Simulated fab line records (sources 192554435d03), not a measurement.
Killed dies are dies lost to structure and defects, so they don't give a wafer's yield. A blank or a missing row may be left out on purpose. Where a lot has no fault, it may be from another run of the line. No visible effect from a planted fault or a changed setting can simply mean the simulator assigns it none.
Matching of chambers	flow n5 finfet	N5_BEOL_M7_STRIP_19 on rie diel-06: 4 sister chambers
The step strips in O2. 27 wafers are shown with their chamber, then 12 later ones without.

== WAFERS PAIRED WITH THEIR CHAMBERS ==
wafer	chamber	drypump motor current A (A)	showerhead plenum p Torr (Torr)	throttle valve pct (%)
L074.3	0	6.5	2.00	16.4
L074.5	0	6.5	2.00	16.5
L074.6	1	6.5	2.20	16.4
L076.1	2	5.6	2.05	17.2
L076.4	3	5.9	1.93	16.3
L076.6	1	6.5	2.20	16.4
L075.1	0	6.5	2.00	16.4
L075.2	3	5.8	1.92	16.4
L075.3	2	5.6	2.05	17.2
L075.4	1	6.5	2.20	16.4
L075.5	1	6.5	2.20	16.4
L075.6	2	5.6	2.06	17.2
L082.2	0	6.5	2.00	16.5
L082.3	3	5.9	1.92	16.4
L082.6	1	6.5	2.19	16.5
L084.1	3	5.8	1.92	16.4
L084.2	0	6.5	1.99	16.5
L084.5	1	6.5	2.19	16.5
L086.1	3	5.8	1.92	16.4
L086.2	1	6.5	2.19	16.5
L086.3	2	5.6	2.05	16.8
L086.4	0	6.5	1.99	16.5
L086.5	3	5.9	1.92	16.4
L086.6	2	5.6	2.05	16.8
L089.1	0	6.5	1.99	16.5
L089.3	2	5.6	2.05	16.8
L089.4	3	5.9	1.92	16.4

SIGNATURES (averages over the wafers above)
reading	chamber 0	chamber 1	chamber 2	chamber 3	scatter within a chamber
drypump motor current A	6.500	6.500	5.600	5.857	0.0273
showerhead plenum p Torr	1.9957	2.1957	2.0517	1.9214	0.00472
throttle valve pct	16.471	16.443	17.000	16.386	0.11
Rule: for each reading, subtract the chamber's mean from the wafer's reading, divide by that reading's scatter and square the result; add these up over the readings and take the root, which gives the wafer's distance from the chamber. The wafer belongs to the nearest chamber; if the next one is less than 2 further off, it can't be placed. The scatter: take each reading less its chamber's mean, square it, sum over the shown wafers, divide by the number of wafers less the number of chambers, and take the root.

== WAFERS WHOSE CHAMBER IS MISSING ==
wafer	drypump motor current A (A)	showerhead plenum p Torr (Torr)	throttle valve pct (%)
L094.1	6.5	2.18	16.5
L094.2	6.5	1.99	16.5
L094.3	5.6	2.05	16.8
L094.4	5.8	1.91	16.4
L094.5	5.8	1.91	16.4
L094.6	5.6	2.05	16.8
L097.1	5.6	2.04	16.8
L097.2	5.9	1.91	16.4
L097.3	6.5	2.18	16.5
L097.4	6.5	1.98	16.5
L097.5	6.6	1.98	16.5
L097.6	5.9	1.91	16.4

== WHICH CHAMBER EACH ONE RAN IN ==
wafer	from the rows above	in truth
L094.1	1	1
L094.2	0	0
L094.3	2	2
L094.4	3	3
L094.5	3	3
L094.6	2	2
L097.1	2	2
L097.2	3	3
L097.3	1	1
L097.4	0	0
L097.5	0	0
L097.6	3	3
Placed correctly: 12 of 12. From these rows, 0 cannot be placed. Wrongly placed: 0.
